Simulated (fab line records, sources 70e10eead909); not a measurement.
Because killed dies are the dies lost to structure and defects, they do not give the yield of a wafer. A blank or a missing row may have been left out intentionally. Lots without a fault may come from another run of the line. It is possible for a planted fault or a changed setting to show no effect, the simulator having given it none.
Matching of chambers	flow nand harc	ald metal-01 running NHARC_A_CONTACT_ALD_18: 4 sister chambers
The step deposits TiN, target thk 3 nm, pulse time 1 s, ald cycles 150. 8 wafers are shown with their chamber, then 8 later ones without.

## WAFERS PAIRED WITH THEIR CHAMBERS
wafer	chamber	heater power w (W)	precursor pulse height rel
L080.1	3	999	0.990
L080.6	2	1209	0.983
L083.2	2	1195	0.956
L082.5	0	1279	1.007
L087.2	0	1333	1.033
L087.3	1	1122	1.001
L087.5	3	1033	0.993
L090.1	1	1165	1.023

## WAFERS WHOSE CHAMBER IS MISSING
wafer	heater power w (W)	precursor pulse height rel
L090.5	1009	0.992
L090.6	1164	1.004
L094.2	1133	0.996
L094.3	1385	1.004
L094.6	1042	1.001
L097.1	1126	0.979
L097.2	1155	0.980
L097.4	1048	0.999

## WHICH CHAMBER EACH ONE RAN IN
wafer	from the rows above	in truth
L090.5	3	3
L090.6	can't be placed: 1 or 2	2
L094.2	can't be placed: 1 or 2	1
L094.3	0	0
L094.6	3	3
L097.1	can't be placed: 1 or 2 or 3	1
L097.2	can't be placed: 2 or 1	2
L097.4	3	3
Correctly placed: 4 of 8. Cannot be placed on the basis of these rows: 4; the candidates contain the true chamber in 4. Placed wrongly: 0.
How it was worked out, from the rows above alone: a wafer's distance from a chamber is the root of the sum, over the readings, of the square of ((its reading less the chamber's mean) divided by the reading's scatter). If the next closest chamber is less than 2 further off than the closest, the wafer can't be placed; otherwise it belongs to the closest. The mean given for a chamber averages the wafers shown for that chamber. The scatter is the square root of a quotient: the sum, over the shown wafers, of each reading's squared deviation from its chamber's mean, divided by wafers minus chambers.
